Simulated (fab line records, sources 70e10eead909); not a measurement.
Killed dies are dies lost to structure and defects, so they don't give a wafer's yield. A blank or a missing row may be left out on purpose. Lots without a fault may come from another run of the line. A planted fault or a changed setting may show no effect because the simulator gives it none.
A struck lot beside a sound one | flow nand_harc | 15 steps out of a route of 1302
Sound: wafers L461.2, L461.5, L461.6. Struck: wafer L463.3. (L463.2, L463.5 of the same lot were not struck and are left out.) The cause comes at the end.
At each step with rows: each side's tool, then ch and its chambers, then its first start. Under that, the readings that differ: sound wafers | struck wafers | difference of the means | sigmas: that difference in standard deviations of wafers without a fault.
alike: readings whose means differ by less than 2 such deviations, and words and numbers that are the same on both sides. not compared: withheld readings, readings that some wafer has no value for, bounds like >300 that may hide the same value, and numbers for which the record gives no deviation and whose values overlap.
The two part at a step that has a row with sigmas, a row that says differs or no value, or rows on one side only. Numbers that don't overlap but have no deviation are shown without sigmas and don't part them. A reading that every wafer of one side lacks parts them only if that side has two wafers or more.

first, 1 step without rows for these wafers: NHARC_A_ONON_D1_DEP_03 (target thk 1000 nm).
NHARC_A_ONON_D1_THK_MEAS_05: measures by ellipsometry.
  sound on film_metro-02, day 8 16:23; struck on film_metro-01, day 9 12:52
  alike: thk_nm
then, 1 step without rows for these wafers: NHARC_A_ONON_D1_DEP_06 (target thk 1000 nm).
NHARC_A_ONON_D1_THK_MEAS_08: measures by ellipsometry.
  sound on film_metro-01, day 8 16:57; struck on film_metro-01, day 9 13:26
  alike: thk_nm
then, 1 step without rows for these wafers: NHARC_A_ONON_D1_DEP_09 (target thk 1000 nm).
NHARC_A_ONON_D1_THK_MEAS_11: measures by ellipsometry.
  sound on film_metro-01, day 8 17:31; struck on film_metro-02, day 9 14:01
  alike: thk_nm
then, 1 step without rows for these wafers: NHARC_A_ONON_D1_DEP_12 (target thk 1000 nm).
NHARC_A_ONON_D1_THK_MEAS_14: measures by ellipsometry.
  sound on film_metro-01, day 8 18:05; struck on film_metro-01, day 9 14:34
  alike: thk_nm
then, 2 steps without rows for these wafers: NHARC_A_ONON_D1_ANNEAL_15 (time 3600 s); NHARC_A_ONON_D1_DEP_16 (target thk 1000 nm).
NHARC_A_ONON_D1_THK_MEAS_18: measures by ellipsometry.
  sound on film_metro-02, day 9 04:14; struck on film_metro-01, day 10 00:49
  alike: thk_nm
NHARC_A_ONON_D1_DEP_19: target thk 1000 nm.
  sound on pecvd_onon-04 ch 0, day 9 04:21; struck on pecvd_onon-04 ch 0, day 10 00:55
  alike: sih4_flow_sccm
NHARC_A_ONON_D1_THK_MEAS_21: measures by ellipsometry.
  sound on film_metro-02, day 9 04:49; struck on film_metro-01, day 10 01:23
  reading     | sound       | struck | difference | sigmas
  thk_nm (nm) | 996 995 996 | 1578   | +582       | +53
then, 1 step without rows for these wafers: NHARC_A_ONON_D1_DEP_22 (target thk 1000 nm).
-- the record jumps here: 16 days lie between the struck wafers' starts before and after (it left off in module A_ONON_D1 and takes up again in module END, whose first step shown is number 1302 of the route) --
NHARC_END_SORT_01:
  the record has rows for the struck wafers here (prober-02 ch 0, day 25 19:26) and none for the sound ones

WHERE THEY PART
First at NHARC_A_ONON_D1_THK_MEAS_21; last, within this record, at NHARC_END_SORT_01.

WHY: what the simulator had put in
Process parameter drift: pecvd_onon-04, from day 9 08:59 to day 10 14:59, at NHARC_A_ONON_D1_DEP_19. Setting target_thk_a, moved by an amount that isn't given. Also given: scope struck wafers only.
